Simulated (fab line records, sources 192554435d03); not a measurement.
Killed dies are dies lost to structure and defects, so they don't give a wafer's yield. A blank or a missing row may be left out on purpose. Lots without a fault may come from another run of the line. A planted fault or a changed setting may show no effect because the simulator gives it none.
Which tool did it? | flow n5_finfet | 24 lots, 72 wafers sampled, at 5 steps of a route of 1938

WHAT THE GAUGES READ, wafer by wafer
N5_SD_EPI_N_EPI_MEAS_23.
lot  | measured    | on            | thk_nm (nm)
L074 | day 3 09:07 | film_metro-02 | 60.8 60.0 58.9
L076 | day 3 18:14 | film_metro-01 | 59.8 60.7 58.9
L075 | day 3 22:40 | film_metro-02 | 58.7 59.5 59.2
L077 | day 4 03:46 | film_metro-01 | 60.8 59.9 61.1
L078 | day 4 08:01 | film_metro-02 | 57.6 59.1 59.4
L079 | day 4 10:43 | film_metro-02 | 60.3 58.5 58.6
L080 | day 4 15:59 | film_metro-02 | 58.5 61.0 59.3
L081 | day 4 21:19 | film_metro-02 | 59.9 58.3 58.0
L082 | day 5 06:47 | film_metro-02 | 58.3 58.7 59.4
L083 | day 5 11:52 | film_metro-02 | 58.7 59.5 59.5
L084 | day 5 15:27 | film_metro-01 | 59.5 59.1 60.3
L085 | day 6 01:47 | film_metro-02 | 58.2 61.4 59.4
L086 | day 6 13:26 | film_metro-01 | 58.7 58.8 59.5
L087 | day 6 16:55 | film_metro-01 | 59.4 59.2 57.0
L088 | day 6 17:51 | film_metro-02 | 59.5 59.6 60.8
L089 | day 7 02:55 | film_metro-02 | 57.1 59.2 60.0
L090 | day 7 03:19 | film_metro-02 | 57.5 60.2 58.1
L091 | day 7 13:04 | film_metro-02 | 58.2 59.3 59.8
L092 | day 7 17:18 | film_metro-01 | 60.9 58.7 57.1
L093 | day 7 21:52 | film_metro-01 | 59.6 59.7 57.4
L094 | day 8 05:13 | film_metro-01 | 59.1 59.9 60.0
L095 | day 8 10:50 | film_metro-02 | 61.8 58.1 60.8
L096 | day 8 16:26 | film_metro-01 | 56.9 57.3 59.0
L097 | day 9 02:01 | film_metro-01 | 58.1 59.4 59.3

N5_SD_ACTIVATION_INSPECT_02: inspects for defects (darkfield).
lot  | measured    | on                | raw_defect_count
L074 | day 3 14:52 | defect_inspect-01 | 210 163 150
L076 | day 3 23:57 | defect_inspect-02 | 140 186 183
L075 | day 4 05:01 | defect_inspect-01 | 148 174 190
L077 | day 4 09:23 | defect_inspect-02 | 178 174 212
L078 | day 4 13:48 | defect_inspect-02 | 131 155 156
L079 | day 4 18:11 | defect_inspect-02 | 207 227 233
L080 | day 4 21:31 | defect_inspect-02 | 209 163 153
L081 | day 5 02:54 | defect_inspect-02 | 188 178 116
L082 | day 5 12:20 | defect_inspect-01 | 195 205 173
L083 | day 5 17:31 | defect_inspect-01 | 135 203 113
L084 | day 5 20:51 | defect_inspect-01 | 175 140 171
L085 | day 6 08:06 | defect_inspect-02 | 275 286 193
L086 | day 6 18:59 | defect_inspect-02 | 225 275 203
L087 | day 6 23:36 | defect_inspect-02 | 151 141 166
L088 | day 6 23:48 | defect_inspect-02 | 168 149 166
L089 | day 7 09:25 | defect_inspect-01 | 270 179 176
L090 | day 7 08:56 | defect_inspect-02 | 161 182 162
L091 | day 7 19:34 | defect_inspect-02 | 194 225 158
L092 | day 7 23:22 | defect_inspect-01 | 262 252 243
L093 | day 8 03:41 | defect_inspect-02 | 231 183 268
L094 | day 8 11:47 | defect_inspect-02 | 117 115 118
L095 | day 8 17:16 | defect_inspect-02 | 194 225 158
L096 | day 8 22:04 | defect_inspect-02 | 242 267 192
L097 | day 9 07:37 | defect_inspect-02 | 158 204 149

N5_ILD0_INSPECT_06: inspects for defects (darkfield).
lot  | measured    | on                | raw_defect_count
L074 | day 3 21:35 | defect_inspect-02 | 20 53 49
L076 | day 4 06:31 | defect_inspect-01 | 16 23 63
L075 | day 4 11:17 | defect_inspect-02 | 11 5 15
L077 | day 4 15:39 | defect_inspect-01 | 51 15 44
L078 | day 4 20:04 | defect_inspect-02 | 85 77 65
L079 | day 5 00:27 | defect_inspect-02 | 59 94 50
L080 | day 5 03:46 | defect_inspect-02 | 51 33 42
L081 | day 5 09:43 | defect_inspect-01 | 22 29 19
L082 | day 5 18:37 | defect_inspect-01 | 18 17 17
L083 | day 5 23:52 | defect_inspect-02 | 36 46 29
L084 | day 6 03:07 | defect_inspect-01 | 25 33 9
L085 | day 6 14:22 | defect_inspect-02 | 30 14 27
L086 | day 7 03:09 | defect_inspect-02 | 43 32 19
L087 | day 7 06:10 | defect_inspect-02 | 51 29 18
L088 | day 7 08:09 | defect_inspect-01 | 47 32 46
L089 | day 7 16:07 | defect_inspect-01 | 54 53 30
L090 | day 7 15:11 | defect_inspect-01 | 29 34 23
L091 | day 8 01:50 | defect_inspect-02 | 55 31 28
L092 | day 8 05:50 | defect_inspect-02 | 25 27 37
L093 | day 8 10:32 | defect_inspect-01 | 45 77 32
L094 | day 8 18:22 | defect_inspect-02 | 37 54 27
L095 | day 9 01:34 | defect_inspect-02 | 23 34 20
L096 | day 9 06:20 | defect_inspect-01 | 41 47 46
L097 | day 9 14:23 | defect_inspect-02 | 42 35 29

WHICH TOOL RAN EACH LOT (tool, then ch and the chambers of the sampled wafers, then the start)
lot  | N5_SD_EPI_P_DESCUM_14             | N5_ILD0_LINER_00
L074 | rie_diel-06 ch 1,2, day 3 10:21   | ald_sin-04 ch 0,2,3, day 3 15:20
L076 | rie_diel-06 ch 1,2,3, day 3 19:17 | ald_sin-01 ch 0,1,2, day 3 23:59
L075 | rie_diel-02 ch 1,2, day 3 23:43   | ald_sin-04 ch 1,2,3, day 4 05:04
L077 | rie_diel-04 ch 1,3, day 4 04:43   | ald_sin-02 ch 0,1,2, day 4 09:26
L078 | rie_diel-06 ch 1,3, day 4 09:19   | ald_sin-04 ch 0,2,3, day 4 13:50
L079 | rie_diel-04 ch 0,1,3, day 4 11:46 | ald_sin-01 ch 0,1,3, day 4 18:14
L080 | rie_diel-04 ch 2,3, day 4 17:02   | ald_sin-04 ch 0,2,3, day 4 21:33
L081 | rie_diel-02 ch 0,3, day 4 22:22   | ald_sin-01 ch 0,1,2, day 5 03:30
L082 | rie_diel-02 ch 1,2,3, day 5 07:50 | ald_sin-01 ch 1,2,3, day 5 12:23
L083 | rie_diel-04 ch 1,3, day 5 13:02   | ald_sin-04 ch 0,1,3, day 5 17:34
L084 | rie_diel-02 ch 1,2, day 5 16:22   | ald_sin-04 ch 0,2,3, day 5 20:53
L085 | rie_diel-06 ch 0,1,3, day 6 03:38 | ald_sin-01 ch 2,3, day 6 08:08
L086 | rie_diel-02 ch 0,1,3, day 6 14:31 | ald_sin-04 ch 0,3, day 6 19:02
L087 | rie_diel-02 ch 2,3, day 6 18:05   | ald_sin-04 ch 0,1,2, day 6 23:50
L088 | rie_diel-02 ch 2,3, day 6 19:07   | ald_sin-04 ch 1,3, day 7 00:14
L089 | rie_diel-04 ch 0,1,3, day 7 04:03 | ald_sin-02 ch 0,1,2, day 7 09:53
L090 | rie_diel-06 ch 0,1, day 7 04:27   | ald_sin-02 ch 0,3, day 7 08:58
L091 | rie_diel-02 ch 0,1,2, day 7 14:15 | ald_sin-04 ch 0,3, day 7 19:37
L092 | rie_diel-02 ch 0,1, day 7 18:15   | ald_sin-04 ch 0,1, day 7 23:37
L093 | rie_diel-06 ch 0,2,3, day 7 23:10 | ald_sin-01 ch 0,1,3, day 8 03:44
L094 | rie_diel-02 ch 0,1,2, day 8 06:28 | ald_sin-02 ch 0,3, day 8 11:50
L095 | rie_diel-06 ch 1,2,3, day 8 11:46 | ald_sin-02 ch 0,1,2, day 8 17:19
L096 | rie_diel-06 ch 0,2, day 8 17:29   | ald_sin-02 ch 0,1,2, day 8 23:45
L097 | rie_diel-04 ch 0,1, day 9 03:03   | ald_sin-02 ch 0,1,3, day 9 07:40
- N5_SD_EPI_P_DESCUM_14: chemistry O2, time 7.9 s.
- N5_ILD0_LINER_00: material SiNx, target thk 4 nm, pulse time 1 s, purge time 2 s.

WHAT THE TOOLS THEMSELVES READ (means of the sampled wafers that have a number; where no wafer has one, the mark that the record gives instead)
N5_SD_EPI_P_DESCUM_14.
lot  | tool        | chamber_pressure_mTorr (mTorr) | drypump_motor_current_A (A) | oes_product_au (a.u.) | rf_vpp_V (V) | showerhead_plenum_p_Torr (Torr) | throttle_valve_pct (%)
L074 | rie_diel-06 | 20.010                         | 5.9                         | 0.76                  | 243.9        | 2.13                            | 20.30
L076 | rie_diel-06 | 20.010                         | 5.9                         | 0.79                  | 242.9        | 2.07                            | 20.45
L075 | rie_diel-02 | 20.006                         | 5.7                         | 0.75                  | 244.1        | 2.11                            | 20.60
L077 | rie_diel-04 | 20.002                         | 5.5                         | 0.84                  | 243.7        | 2.12                            | 20.24
L078 | rie_diel-06 | 19.997                         | 5.9                         | 0.77                  | 242.3        | 1.99                            | 20.52
L079 | rie_diel-04 | 20.005                         | 5.8                         | 0.77                  | 243.8        | 2.07                            | 20.48
L080 | rie_diel-04 | 20.007                         | 5.4                         | 0.82                  | 243.9        | 2.19                            | 20.48
L081 | rie_diel-02 | 19.997                         | 6.1                         | 0.88                  | 243.1        | 2.10                            | 20.36
L082 | rie_diel-02 | 20.003                         | 5.7                         | 0.91                  | 244.2        | 2.13                            | 20.43
L083 | rie_diel-04 | 19.998                         | 5.5                         | 0.82                  | 243.3        | 2.11                            | 20.24
L084 | rie_diel-02 | 19.980                         | 5.4                         | 0.90                  | 243.4        | 2.13                            | 20.41
L085 | rie_diel-06 | 20.011                         | 5.9                         | 0.83                  | 242.5        | 2.05                            | 20.43
L086 | rie_diel-02 | 20.002                         | 6.1                         | 0.79                  | 242.6        | 2.07                            | 20.47
L087 | rie_diel-02 | 20.008                         | 5.7                         | 0.93                  | 243.9        | 2.15                            | 20.36
L088 | rie_diel-02 | 19.989                         | 5.7                         | 0.94                  | 243.8        | 2.15                            | 20.37
L089 | rie_diel-04 | 20.002                         | 5.8                         | 0.74                  | 241.9        | 2.06                            | 20.52
L090 | rie_diel-06 | 20.005                         | 5.9                         | 0.76                  | 241.7        | 2.02                            | 20.36
L091 | rie_diel-02 | 20.007                         | 5.9                         | 0.81                  | 241.8        | 2.07                            | 20.45
L092 | rie_diel-02 | 20.024                         | 6.3                         | 0.73                  | 241.4        | 2.01                            | 20.47
L093 | rie_diel-06 | 20.004                         | 5.9                         | 0.84                  | 243.2        | 2.13                            | 20.38
L094 | rie_diel-02 | 20.004                         | 5.9                         | 0.80                  | 243.0        | 2.06                            | 20.45
L095 | rie_diel-06 | 19.993                         | 5.9                         | 0.76                  | 242.7        | 2.06                            | 20.49
L096 | rie_diel-06 | 20.011                         | 5.9                         | 0.80                  | 244.9        | 2.19                            | 20.23
L097 | rie_diel-04 | 19.994                         | 6.1                         | 0.67                  | 241.4        | 2.00                            | 20.80

N5_ILD0_LINER_00.
lot  | tool       | heater_power_w (W) | precursor_pulse_height_rel
L074 | ald_sin-04 | 975                | 1.001
L076 | ald_sin-01 | 829                | 0.995
L075 | ald_sin-04 | 929                | 1.020
L077 | ald_sin-02 | 876                | 0.997
L078 | ald_sin-04 | 966                | 1.013
L079 | ald_sin-01 | 847                | 1.013
L080 | ald_sin-04 | 975                | 0.982
L081 | ald_sin-01 | 828                | 1.004
L082 | ald_sin-01 | 815                | 1.015
L083 | ald_sin-04 | 919                | 0.996
L084 | ald_sin-04 | 970                | 0.990
L085 | ald_sin-01 | 772                | 1.017
L086 | ald_sin-04 | 931                | 0.992
L087 | ald_sin-04 | 961                | 0.993
L088 | ald_sin-04 | 871                | 0.991
L089 | ald_sin-02 | 883                | 1.004
L090 | ald_sin-02 | 925                | 1.015
L091 | ald_sin-04 | 950                | 0.989
L092 | ald_sin-04 | 940                | 0.995
L093 | ald_sin-01 | 845                | 1.021
L094 | ald_sin-02 | 921                | 0.998
L095 | ald_sin-02 | 885                | 1.013
L096 | ald_sin-02 | 886                | 0.997
L097 | ald_sin-02 | 897                | 1.019

THE ANSWER, worked out from the rows above alone
Rule: what is usual is taken from the lots themselves. Put in order of their means at a reading, lots are off if they are a third of the lots or fewer, leave a main group of 4 or more, and stand apart from it by a gap of 3 or more times the standard deviation of the main group's means; of several such gaps the widest counts. A main group whose means are all the same, to the digits that the tables above print for the reading, isn't used. A lot without any number at a reading at which 4 lots or more have one is off too. The other lots that the step has rows for count as sound. The gauges are gone through in route order, then the tools' own readings, and for those a lot's mean is taken as printed above. The first step at which some lot is off is used, and at that step the reading that is off furthest; a lot without a number counts as furthest.
No lot is off at any reading shown: from this, nothing can be told.

WHAT THE SIMULATOR HAD PUT IN
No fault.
